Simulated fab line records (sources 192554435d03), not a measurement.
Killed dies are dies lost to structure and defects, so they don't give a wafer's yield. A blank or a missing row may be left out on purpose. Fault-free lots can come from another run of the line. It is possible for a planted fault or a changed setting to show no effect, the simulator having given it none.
fab line records    flow n5_finfet
record lots=10  wafers=27  last_day=17
route steps=1938 shown HKMG_FIN@388 BEOL_M4@1087 BEOL_M5@1116 PASSIVATION@1936
lots that met no fault: taken from a fault-free run of the same line
start_h: hours from the record's first day to the start of the lot's first wafer shown    wait_h: hours since the lot's step before    " unchanged from the row above    L1.1+2: a single row standing in for several wafers    - no value, or no start given    * or withheld: withheld    < > ~ a bound
route shown NAME@n: names a module that has steps shown in the file, with the first one's number in the route    usual: mean/standard deviation of fault-free wafers    same: alike in all rows    chamber/n: place in a boat    sites: readings site by site    _std_site: the values' standard deviation    _edge_site: inner sites' mean taken away from outer sites' mean    radius_mm: for every site, how far away it sits from the centre of the wafer    mask NAME#n: copy n    behind: the last tool/chamber to shape the wafer    hold: what put the lot on hold/how long, in hours/how the hold closed    device: transistor that didn't switch, given as n, p or np    end of line: the same wafers' tests at the end of the route    a step given without rows: its recipe and nothing more    killed: at the first sort, the dies lost to defects and structure; wafer yield is something else    map: dies across one wafer; x = killed, . = not, _ = none there
set.NAME: setting as actually run; set.NAME@STEP: the setting as run at that earlier step    model.NAME: the simulator's own value behind a step, which no gauge read
steps of the route over a sample of lots; a table a step, a row a wafer
services: from which hour (start_h, from the record's first day; less than 0 if before it) a tool's chamber was out of use, for how many hours, and why
## steps
# step N5_HKMG_FIN_ALD_74
# recipe material=La2O3  target_thk_a=5  temp_c=250  ald_precursor_family=La-Cp  ald_co_reactant=O3  pulse_time_s=6  co_reactant_pulse_time_s=1  purge_time_s=3  co_reactant_purge_time_s=3
# usual heater_power_w=336/36  precursor_pulse_height_rel=1.001/0.018
lot.wafer  tool       chamber  start_h  wait_h  heater_power_w  precursor_pulse_height_rel  since_wet_clean_h
L950.1     ald_hk-01  2        69.05    0.2     344             0.985                       39
L950.3     "          3        "        "       318             1.003                       39
L950.5     "          0        "        "       270             1.008                       -
L951.3     ald_hk-01  0        78.27    0.1     266             1.018                       48
L951.5     "          0        "        "       270             0.954                       -
L951.6     "          1        "        "       343             0.971                       -
L954.1     ald_hk-01  3        96.53    0.2     316             1.026                       67
L954.2     "          1        "        "       343             1.016                       67
L954.3     "          0        "        "       274             1.014                       67
L956.2     ald_hk-01  1        108.98   0.2     345             1.019                       79
L956.6     "          2        "        "       345             0.991                       -
L957.6     ald_hk-01  2        113.86   0.1     340             1.020                       -
L961.2     ald_hk-03  0        144.00   0.2     347             1.003                       1920
L961.4     "          1        "        "       326             1.009                       1920
L961.5     "          0        "        "       339             1.005                       -
L966.1     ald_hk-02  2        176.85   0.2     376             0.991                       1057
L966.2     "          0        "        "       316             0.991                       1057
L966.3     "          1        "        "       325             1.008                       1057
L968.1     ald_hk-02  2        189.40   0.2     381             1.033                       1069
L968.4     "          1        "        "       321             1.007                       1069
L968.5     "          0        "        "       322             0.999                       -
L970.2     ald_hk-01  2        197.02   0.2     341             1.026                       167
L970.3     "          3        "        "       328             0.984                       167
L970.5     "          2        "        "       346             1.007                       -
L972.1     ald_hk-01  3        209.69   0.2     323             1.044                       180
L972.2     "          0        "        "       272             0.970                       180
L972.6     "          1        "        "       344             1.004                       -
# step N5_BEOL_M4_ANNEAL_80
# recipe temp_c=400  time_s=240  ambient=vacuum
# usual heater_power_w=819/61
# same time_s=240
lot.wafer  tool            chamber  start_h  wait_h  heater_power_w
L950.1     pvd_sputter-02  -        155.21   0.0     801
L950.3     "               -        "        "       883
L950.5     "               -        "        "       882
L951.3     pvd_sputter-02  -        169.04   0.0     860
L951.5     "               -        "        "       869
L951.6     "               -        "        "       855
L954.1     pvd_sputter-02  -        186.43   0.0     821
L954.2     "               -        "        "       852
L954.3     "               -        "        "       872
L956.2     pvd_sputter-02  -        201.08   0.0     883
L956.6     "               -        "        "       844
L957.6     pvd_sputter-02  -        222.75   0.1     819
L961.2     pvd_sputter-02  -        230.65   0.0     853
L961.4     "               -        "        "       836
L961.5     "               -        "        "       853
L966.1     pvd_sputter-03  -        266.44   0.0     851
L966.2     "               -        "        "       846
L966.3     "               -        "        "       709
L968.1     pvd_sputter-03  -        278.35   0.0     856
L968.4     "               -        "        "       711
L968.5     "               -        "        "       781
L970.2     pvd_sputter-02  -        283.61   0.0     870
L970.3     "               -        "        "       841
L970.5     "               -        "        "       831
L972.1     pvd_sputter-03  -        300.23   0.0     882
L972.2     "               -        "        "       710
L972.6     "               -        "        "       814
# step N5_BEOL_M4_ANNEAL_89
# recipe temp_c=400  time_s=240  ambient=vacuum
# usual heater_power_w=819/60
# same time_s=240
lot.wafer  tool            chamber  start_h  wait_h  heater_power_w
L950.1     pvd_sputter-02  -        155.87   0.0     809
L950.3     "               -        "        "       862
L950.5     "               -        "        "       865
L951.3     pvd_sputter-02  -        169.70   0.0     840
L951.5     "               -        "        "       861
L951.6     "               -        "        "       861
L954.1     pvd_sputter-02  -        187.09   0.0     821
L954.2     "               -        "        "       854
L954.3     "               -        "        "       863
L956.2     pvd_sputter-02  -        201.74   0.0     846
L956.6     "               -        "        "       857
L957.6     pvd_sputter-02  -        223.41   0.1     805
L961.2     pvd_sputter-02  -        231.31   0.0     860
L961.4     "               -        "        "       808
L961.5     "               -        "        "       856
L966.1     pvd_sputter-03  -        267.10   0.0     842
L966.2     "               -        "        "       858
L966.3     "               -        "        "       716
L968.1     pvd_sputter-03  -        279.01   0.0     865
L968.4     "               -        "        "       700
L968.5     "               -        "        "       810
L970.2     pvd_sputter-02  -        284.27   0.0     894
L970.3     "               -        "        "       868
L970.5     "               -        "        "       804
L972.1     pvd_sputter-03  -        300.89   0.0     864
L972.2     "               -        "        "       704
L972.6     "               -        "        "       785
# step N5_BEOL_M4_RC_MEAS_101
# usual DIBL_N=36.3/1.2  DIBL_P=36.7/1.5  IOFF_N=0.164/0.02  IOFF_P=0.214/0.024  IOFF_P_85C=3.7/0.34  IOFF_P_LIN=0.101/0.009  IOFF_P_LONG=0.000107/6e-06  ION_N=673/8.5  ION_P=461/5.9  SS_N=71.6/0.44  SS_P=73.3/0.55  VT_N=249.4/2.4  VT_N_LVT=98.3/2.8  VT_P=-250.0/2.3  VT_P_LONG=-274.8/2.3
lot.wafer  tool       chamber  start_h  wait_h  DIBL_N[mV/V]  DIBL_P[mV/V]  IOFF_N[nA/um]  IOFF_P[nA/um]  IOFF_P_85C[nA/um]  IOFF_P_LIN[nA/um]  IOFF_P_LONG[nA/um]  ION_N[uA/um]  ION_P[uA/um]  SS_N[mV/dec]  SS_P[mV/dec]  VT_N[mV]  VT_N_LVT[mV]  VT_P[mV]  VT_P_LONG[mV]
L950.1     prober-01  0        158.09   0.0     36.3          35.8          0.162          0.194          3.5                0.092              0.000106            674           458           71.9          73.4          249.4     95.6          -251.8    -279.8
L950.3     "          0        "        "       35.6          34.9          0.149          0.182          3.3                0.089              0.000106            654           449           71.7          73.3          250.6     97.1          -255.3    -273.7
L950.5     "          0        "        "       36.4          35.2          0.160          0.188          3.4                0.090              0.000106            655           453           71.4          74.0          249.2     96.4          -251.0    -273.5
L951.3     prober-02  0        172.04   0.3     36.6          35.3          0.157          0.211          3.6                0.099              0.00011             666           463           71.3          72.8          249.4     97.5          -248.3    -275.7
L951.5     "          0        "        "       36.5          34.2          0.150          0.201          3.5                0.096              0.000111            667           459           72.1          73.1          252.6     99.4          -251.7    -274.8
L951.6     "          0        "        "       37.0          35.8          0.172          0.227          3.9                0.105              0.000112            672           464           71.7          73.0          248.8     96.4          -248.0    -273.9
L954.1     prober-01  0        188.99   0.0     36.0          36.0          0.149          0.187          3.4                0.090              9.9e-05             658           446           71.7          73.1          253.4     100.2         -250.9    -277.8
L954.2     "          0        "        "       36.0          35.6          0.144          0.178          3.2                0.086              9.5e-05             661           452           71.4          73.0          253.4     101.1         -251.6    -273.9
L954.3     "          0        "        "       36.9          37.8          0.173          0.210          3.7                0.097              9.7e-05             673           458           72.4          73.6          250.8     98.1          -251.3    -277.5
L956.2     prober-01  0        203.82   0.2     33.3          33.2          0.112          0.316          5.2                0.163              0.000191            676           491           70.8          71.9          254.2     118.9         -233.0    -254.0
L956.6     "          0        "        "       35.5          35.5          0.134          0.375          6.0                0.183              0.000189            669           489           71.2          72.8          252.9     116.8         -233.1    -253.5
L957.6     prober-02  0        226.01   0.8     35.4          36.6          0.150          0.377          5.9                0.184              0.000168            672           489           71.9          73.8          250.6     118.2         -234.2    -259.1
L961.2     prober-02  0        233.36   0.2     38.5          39.1          0.217          0.266          4.5                0.119              0.000103            692           470           72.3          74.8          247.0     97.2          -248.6    -275.4
L961.4     "          0        "        "       36.8          37.5          0.172          0.242          4.1                0.110              0.000106            673           459           72.2          74.5          250.8     101.0         -247.8    -275.5
L961.5     "          0        "        "       35.9          35.4          0.151          0.201          3.6                0.097              0.000107            667           456           71.6          73.4          251.7     102.4         -251.3    -271.9
L966.1     prober-02  0        269.18   0.0     36.0          36.7          0.159          0.232          4.1                0.112              0.000106            679           466           72.1          73.3          249.3     101.0         -248.2    -274.0
L966.2     "          0        "        "       34.2          33.7          0.129          0.190          3.4                0.099              0.000111            669           463           71.5          72.7          251.4     103.8         -248.6    -270.9
L966.3     "          0        "        "       35.2          34.7          0.141          0.192          3.5                0.098              0.000109            663           457           71.1          72.7          250.4     103.0         -251.4    -274.4
L968.1     prober-01  0        280.96   0.0     33.7          35.5          0.131          0.181          3.3                0.089              0.000105            664           458           71.2          72.7          252.4     102.4         -252.3    -275.3
L968.4     "          0        "        "       32.4          33.5          0.114          0.160          2.9                0.083              0.000105            662           455           71.1          72.2          254.5     104.2         -253.9    -273.4
L968.5     "          0        "        "       34.8          36.5          0.151          0.200          3.5                0.097              0.000105            660           454           70.9          73.3          249.7     100.1         -249.8    -275.1
L970.2     prober-02  0        286.32   0.2     38.6          37.3          0.201          0.240          4.0                0.112              0.00011             679           465           71.2          73.5          245.6     94.8          -246.5    -273.4
L970.3     "          0        "        "       36.9          36.2          0.162          0.213          3.7                0.102              0.000108            664           454           70.9          73.0          249.2     97.7          -248.0    -273.1
L970.5     "          0        "        "       39.0          37.4          0.196          0.229          3.9                0.107              0.000106            666           460           71.8          73.7          246.6     96.4          -249.1    -273.4
L972.1     prober-02  0        302.79   0.0     38.4          38.8          0.186          0.236          4.0                0.108              0.000105            677           466           71.4          73.5          249.3     96.2          -249.4    -275.0
L972.2     "          0        "        "       39.1          39.1          0.205          0.240          4.1                0.110              0.000104            685           467           72.2          73.5          246.7     94.1          -248.1    -276.6
L972.6     "          0        "        "       37.7          37.5          0.175          0.207          3.7                0.098              0.000106            684           463           71.6          72.5          248.6     95.8          -252.9    -278.2
# step N5_BEOL_M5_HM_DEP_02
# recipe material=TiN  target_thk_a=200  temp_c=25  chamber_pressure_pa=0.49996
# usual chamber_pressure_pa=0.5000/0.0011  substrate_temp_c=25.01/0.12  throttle_valve_pct=29.7/0.96
lot.wafer  tool            chamber  start_h  wait_h  chamber_pressure_pa  substrate_temp_c  throttle_valve_pct
L950.1     pvd_sputter-02  -        159.81   0.1     0.5007               24.83             30.1
L950.3     "               -        "        "       0.4985               24.94             29.1
L950.5     "               -        "        "       0.5005               25.25             29.9
L951.3     pvd_sputter-03  -        173.88   0.4     0.4998               25.10             27.7
L951.5     "               -        "        "       0.5013               24.99             29.1
L951.6     "               -        "        "       0.4990               25.11             29.5
L954.1     pvd_sputter-03  -        190.65   0.1     0.4989               25.05             30.1
L954.2     "               -        "        "       0.5003               24.72             28.2
L954.3     "               -        "        "       0.5000               24.99             31.4
L956.2     pvd_sputter-02  -        205.76   0.5     0.5005               25.16             30.4
L956.6     "               -        "        "       0.4994               25.06             30.3
L957.6     pvd_sputter-01  -        226.91   0.1     0.4987               25.30             28.9
L961.2     pvd_sputter-01  -        236.28   1.5     0.5018               24.92             28.9
L961.4     "               -        "        "       0.4990               24.98             30.0
L961.5     "               -        "        "       0.4988               24.97             30.1
L966.1     pvd_sputter-03  -        271.08   0.3     0.5004               25.19             28.0
L966.2     "               -        "        "       0.4970               25.09             30.9
L966.3     "               -        "        "       0.5006               25.08             29.9
L968.1     pvd_sputter-01  -        282.81   0.3     0.4987               25.01             30.0
L968.4     "               -        "        "       0.4991               24.94             30.8
L968.5     "               -        "        "       0.4989               24.89             28.7
L970.2     pvd_sputter-02  -        289.05   1.3     0.4983               25.10             29.1
L970.3     "               -        "        "       0.5004               25.17             29.9
L970.5     "               -        "        "       0.5010               25.13             28.2
L972.1     pvd_sputter-01  -        305.66   1.3     0.5010               25.05             30.8
L972.2     "               -        "        "       0.5003               25.00             30.8
L972.6     "               -        "        "       0.5005               24.95             28.5
# step N5_PASSIVATION_PROBE_49
# usual defect_limited_yield=91.2/1.5  killed_at_M0_to_M3=35/11  killed_at_M4_up=13/5.6  killed_at_contacts=13/6.3  killed_at_front_end=38/12  killed_at_other=3.7/2.9  killed_dies=104/18  killed_open=69/13  killed_short=34/8.3  sort_bin_4_leakage=0/0  sort_bin_5_function=5.2/0.95  sort_bin_6_memory=3.3/0.68  sort_n_pass=1076/18  sort_yield_pct=91.2/1.5
# same gross_dies=1180  killed_at_back_side=0  sort_bin_8_speed[%]=0
lot.wafer  tool       chamber  start_h  wait_h  defect_limited_yield[%]  killed_at_M0_to_M3  killed_at_M4_up  killed_at_contacts  killed_at_front_end  killed_at_other  killed_dies  killed_open  killed_short  sort_bin_4_leakage[%]  sort_bin_5_function[%]  sort_bin_6_memory[%]  sort_n_pass  sort_yield_pct[%]
L950.1     prober-02  -        244.67   0.0     91.6                     36                  8                15                  31                   9                99           67           29            0                      5.3                     2.9                   1081         91.6
L950.3     prober-02  -        244.77   0.1     91.9                     25                  14               13                  35                   9                96           63           33            0                      4.6                     3.3                   1084         91.9
L950.5     prober-02  -        244.87   0.2     93.6                     32                  6                4                   28                   5                75           38           34            0                      3.1                     3.1                   1105         93.6
L954.1     prober-01  -        283.56   0.0     92.2                     35                  15               9                   30                   3                92           56           35            0                      4.5                     3.0                   1088         92.2
L954.2     prober-01  -        283.61   0.1     90.7                     32                  24               13                  34                   7                110          80           30            0                      5.8                     3.0                   1070         90.7
L954.3     prober-01  -        283.66   0.1     90.6                     23                  29               14                  38                   7                111          84           27            0                      5.8                     3.1                   1069         90.6
L951.3     prober-01  -        286.11   0.1     91.9                     36                  13               18                  29                   0                96           64           29            0                      4.8                     3.1                   1084         91.9
L951.5     prober-01  -        286.21   0.2     91.0                     48                  13               17                  24                   4                106          73           33            0                      5.4                     3.0                   1074         91.0
L951.6     prober-01  -        286.26   0.3     91.1                     42                  21               11                  25                   6                105          78           23            0                      5.4                     3.2                   1075         91.1
L957.6     prober-02  -        333.20   0.3     90.5                     39                  10               7                   50                   6                112          62           49            0.17                   5.2                     3.4                   1066         90.3
L966.1     prober-01  -        378.64   0.0     90.3                     37                  13               16                  47                   2                115          86           28            0                      5.3                     4.3                   1065         90.3
L966.2     prober-01  -        378.69   0.1     92.5                     21                  7                20                  37                   3                88           59           29            0                      4.7                     2.5                   1092         92.5
L966.3     prober-01  -        378.74   0.1     91.4                     39                  5                30                  25                   2                101          75           25            0                      4.2                     4.0                   1079         91.4
L968.1     prober-02  -        394.17   0.0     91.3                     35                  19               18                  23                   8                103          66           35            0                      5.1                     3.4                   1077         91.3
L968.4     prober-02  -        394.32   0.2     90.4                     42                  23               24                  21                   3                113          76           36            0                      5.8                     3.4                   1067         90.4
L968.5     prober-02  -        394.37   0.2     88.5                     54                  24               25                  32                   1                136          95           40            0                      7.1                     4.2                   1044         88.5
L970.2     prober-02  -        397.98   0.6     88.6                     45                  9                15                  64                   1                134          74           60            0                      7.4                     3.5                   1046         88.6
L970.3     prober-02  -        398.03   0.7     90.4                     33                  7                11                  62                   0                113          69           43            0                      5.2                     3.8                   1067         90.4
L970.5     prober-02  -        398.13   0.8     91.6                     31                  11               12                  42                   3                99           63           36            0                      5.6                     2.5                   1081         91.6
L972.1     prober-02  -        410.79   0.0     92.5                     26                  13               4                   45                   0                88           63           25            0                      4.1                     3.1                   1092         92.5
L972.2     prober-02  -        410.84   0.1     90.3                     38                  15               11                  49                   2                115          57           57            0                      4.7                     4.3                   1065         90.3
L972.6     prober-02  -        411.04   0.3     91.0                     32                  16               6                   47                   5                106          75           30            0                      4.4                     4.1                   1074         91.0
# killed by level:class
L950.1 MOL_CONTACT_COAG:geometric_particle:open=13 FIN_SAQP:geometric_particle:open=10 BEOL_M1:geometric_particle:open=10 BEOL_M0_SAQP:geometric_particle:open=7 BEOL_M2:geometric_particle:open=6 BEOL_M0_SAQP:geometric_particle:short=5 GATE_CUT:geometric_particle:short=4 STI_FIN_REVEAL:geometric_particle:open=3
L950.3 MOL_CONTACT_COAG:geometric_particle:open=11 FIN_SAQP:geometric_particle:short=8 DUMMY_GATE:geometric_particle:open=7 FIN_SAQP:geometric_particle:open=5 BEOL_M0_SAQP:geometric_particle:open=5 BEOL_M2:geometric_particle:open=5 BEOL_M3:geometric_particle:open=5 BEOL_M5:geometric_particle:open=5
L950.5 BEOL_M0_SAQP:geometric_particle:short=13 BEOL_M0_SAQP:geometric_particle:open=12 STARTING-WAFER:geometric_particle:short=6 GATE_CUT:geometric_particle:short=5 STI_FIN_REVEAL:geometric_particle:short=4 MOL_CONTACT_COAG:geometric_particle:open=3 BEOL_M2:geometric_particle:open=3 FIN_SAQP:geometric_particle:short=2
L954.1 BEOL_M3:geometric_particle:open=9 BEOL_M4:geometric_particle:open=9 GATE_CUT:geometric_particle:short=6 MOL_CONTACT_COAG:geometric_particle:open=6 STI_FIN_REVEAL:geometric_particle:open=5 BEOL_M0_SAQP:geometric_particle:short=5 BEOL_M2:geometric_particle:open=5 FIN_SAQP:geometric_particle:open=4
L954.2 BEOL_M4:geometric_particle:open=12 MOL_CONTACT_COAG:geometric_particle:open=11 BEOL_M2:geometric_particle:open=11 STI_FIN_REVEAL:geometric_particle:open=10 FIN_SAQP:geometric_particle:open=9 BEOL_M3:geometric_particle:open=5 FIN_SAQP:geometric_particle:short=4 BEOL_M0:geometric_particle:open=4
L954.3 STI_FIN_REVEAL:geometric_particle:open=15 MOL_CONTACT_COAG:geometric_particle:open=11 BEOL_M4:geometric_particle:open=11 BEOL_M1:geometric_particle:open=7 BEOL_M3:geometric_particle:open=7 BEOL_M5:geometric_particle:open=5 STI_FIN_REVEAL:geometric_particle:short=4 ILD0:geometric_particle:open=4
L951.3 MOL_CONTACT_COAG:geometric_particle:open=14 BEOL_M1:geometric_particle:open=10 BEOL_M0_SAQP:geometric_particle:open=9 FIN_SAQP:geometric_particle:short=6 BEOL_M4:geometric_particle:open=6 DUMMY_GATE:geometric_particle:open=5 BEOL_M0_SAQP:geometric_particle:short=5 STARTING-WAFER:geometric_particle:open=4
L951.5 BEOL_M0_SAQP:geometric_particle:open=15 MOL_CONTACT_COAG:geometric_particle:open=13 BEOL_M1:geometric_particle:open=12 BEOL_M0_SAQP:geometric_particle:short=6 STI_FIN_REVEAL:geometric_particle:open=5 BEOL_M3:geometric_particle:open=5 MOL_CONTACT_COAG:geometric_particle:short=4 FIN_SAQP:geometric_particle:open=3
L951.6 BEOL_M1:geometric_particle:open=15 BEOL_M4:geometric_particle:open=10 MOL_CONTACT_COAG:geometric_particle:open=9 BEOL_M0_SAQP:geometric_particle:open=7 STI_FIN_REVEAL:geometric_particle:open=5 BEOL_M8:geometric_particle:open=5 FIN_SAQP:geometric_particle:short=4 BEOL_M3:geometric_particle:open=4
L957.6 FIN_SAQP:geometric_particle:short=16 FIN_SAQP:geometric_particle:open=14 BEOL_M0_SAQP:geometric_particle:short=9 BEOL_M3:geometric_particle:open=7 BEOL_M0_SAQP:geometric_particle:open=7 BEOL_M2:geometric_particle:open=6 STARTING-WAFER:geometric_particle:open=5 STI_FIN_REVEAL:geometric_particle:open=4
L966.1 FIN_SAQP:geometric_particle:open=20 BEOL_M3:geometric_particle:open=13 MOL_CONTACT_COAG:geometric_particle:open=13 BEOL_M4:geometric_particle:open=9 BEOL_M0_SAQP:geometric_particle:open=8 BEOL_M2:geometric_particle:open=6 FIN_SAQP:geometric_particle:short=5 ILD0:geometric_particle:short=5
L966.2 MOL_CONTACT_COAG:geometric_particle:open=17 FIN_SAQP:geometric_particle:open=9 BEOL_M2:geometric_particle:open=8 GATE_CUT:geometric_particle:short=7 BEOL_M4:geometric_particle:open=6 GATE_CUT:geometric_particle:open=4 MOL_CONTACT_COAG:geometric_particle:short=3 BEOL_M0_SAQP:geometric_particle:short=3
L966.3 MOL_CONTACT_COAG:geometric_particle:open=23 BEOL_M2:geometric_particle:open=9 MOL_CONTACT_COAG:geometric_particle:short=7 BEOL_M1:geometric_particle:open=7 BEOL_M3:geometric_particle:open=7 BEOL_M0_SAQP:geometric_particle:open=6 STI_FIN_REVEAL:geometric_particle:open=5 BEOL_M0_SAQP:geometric_particle:short=5
L968.1 MOL_CONTACT_COAG:geometric_particle:open=14 BEOL_M4:geometric_particle:open=11 BEOL_M0_SAQP:geometric_particle:open=10 BEOL_M0_SAQP:geometric_particle:short=10 BEOL_M2:geometric_particle:open=6 STI_FIN_REVEAL:geometric_particle:open=4 MOL_CONTACT_COAG:geometric_particle:short=4 PASS1_CAP:geometric_particle:open=4
L968.4 MOL_CONTACT_COAG:geometric_particle:open=17 BEOL_M0_SAQP:geometric_particle:open=10 BEOL_M4:geometric_particle:open=10 STI_FIN_REVEAL:geometric_particle:open=9 BEOL_M0_SAQP:geometric_particle:short=9 MOL_CONTACT_COAG:geometric_particle:short=7 BEOL_M2:geometric_particle:open=7 BEOL_M3:geometric_particle:open=6
L968.5 MOL_CONTACT_COAG:geometric_particle:open=22 BEOL_M0_SAQP:geometric_particle:short=17 BEOL_M4:geometric_particle:open=16 BEOL_M0_SAQP:geometric_particle:open=13 STI_FIN_REVEAL:geometric_particle:open=11 BEOL_M3:geometric_particle:open=9 BEOL_M1:geometric_particle:open=6 GATE_CUT:geometric_particle:open=5
L970.2 FIN_SAQP:geometric_particle:short=18 FIN_SAQP:geometric_particle:open=15 BEOL_M0_SAQP:geometric_particle:short=13 STI_FIN_REVEAL:geometric_particle:open=12 MOL_CONTACT_COAG:geometric_particle:open=12 BEOL_M0_SAQP:geometric_particle:open=11 BEOL_M0:geometric_particle:short=8 BEOL_M4:geometric_particle:open=7
L970.3 FIN_SAQP:geometric_particle:short=20 FIN_SAQP:geometric_particle:open=18 STI_FIN_REVEAL:geometric_particle:open=14 BEOL_M0_SAQP:geometric_particle:short=12 MOL_CONTACT_COAG:geometric_particle:open=9 BEOL_M0_SAQP:geometric_particle:open=9 BEOL_M3:geometric_particle:open=4 GATE_CUT:geometric_particle:open=3
L970.5 STI_FIN_REVEAL:geometric_particle:open=13 MOL_CONTACT_COAG:geometric_particle:open=12 BEOL_M0_SAQP:geometric_particle:short=9 FIN_SAQP:geometric_particle:short=7 BEOL_M0_SAQP:geometric_particle:open=7 BEOL_M4:geometric_particle:open=6 BEOL_M2:geometric_particle:open=5 FIN_SAQP:geometric_particle:open=4
L972.1 FIN_SAQP:geometric_particle:open=14 FIN_SAQP:geometric_particle:short=8 STI_FIN_REVEAL:geometric_particle:open=8 BEOL_M0_SAQP:geometric_particle:open=7 BEOL_M4:geometric_particle:open=7 BEOL_M3:geometric_particle:open=6 BEOL_M0_SAQP:geometric_particle:short=5 GATE_CUT:geometric_particle:short=4
L972.2 FIN_SAQP:geometric_particle:short=18 BEOL_M0_SAQP:geometric_particle:short=16 BEOL_M0_SAQP:geometric_particle:open=10 MOL_CONTACT_COAG:geometric_particle:open=8 FIN_SAQP:geometric_particle:open=7 STARTING-WAFER:geometric_particle:short=6 STI_FIN_REVEAL:geometric_particle:open=5 BEOL_M3:geometric_particle:open=4
L972.6 FIN_SAQP:geometric_particle:open=17 BEOL_M0_SAQP:geometric_particle:short=8 FIN_SAQP:geometric_particle:short=7 STI_FIN_REVEAL:geometric_particle:open=7 BEOL_M1:geometric_particle:open=7 BEOL_M4:geometric_particle:open=7 GATE_CUT:geometric_particle:short=6 MOL_CONTACT_COAG:geometric_particle:open=6
## services
tool       chamber  start_h  hours  kind
ald_hk-01  -        98.36    0.7    repair
ald_hk-02  -        145.13   0.4    repair
## key
first_sign step=N5_BEOL_M4_RC_MEAS_101  reading=IOFF_P_LONG  direction=up  sigmas=13  usual=0.000107  struck=0.000183
effect step=N5_BEOL_M4_RC_MEAS_101  reading=IOFF_P_LIN  direction=up  sigmas=8.4  usual=0.101  struck=0.176
effect step=N5_BEOL_M4_RC_MEAS_101  reading=VT_P_LONG  direction=up  sigmas=8.3  usual=-274.8  struck=-255.6
effect step=N5_BEOL_M4_RC_MEAS_101  reading=VT_P  direction=up  sigmas=7.2  usual=-250.0  struck=-233.4
effect step=N5_BEOL_M4_RC_MEAS_101  reading=VT_N_LVT  direction=up  sigmas=7.1  usual=98.3  struck=118.0
effect step=N5_BEOL_M4_RC_MEAS_101  reading=IOFF_P  direction=up  sigmas=6  usual=0.214  struck=0.356
effect step=N5_BEOL_M4_RC_MEAS_101  reading=IOFF_P_85C  direction=up  sigmas=5.9  usual=3.7  struck=5.7
effect step=N5_BEOL_M4_RC_MEAS_101  reading=ION_P  direction=up  sigmas=4.8  usual=461  struck=490
met_at N5_HKMG_FIN_ALD_74
struck_lots L956,L957
not_acting_at N5_BEOL_M4_ANNEAL_80,N5_BEOL_M4_ANNEAL_89,N5_BEOL_M5_HM_DEP_02
onset_between 96.53 108.98
fault kind=process_parameter_drift  tool=ald_hk-01  chamber=-  onset_h=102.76  steps=N5_HKMG_FIN_ALD_74  channel=target_thk_a  offset=*  shape=step  end_h=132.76  acts_in=*  stated=*
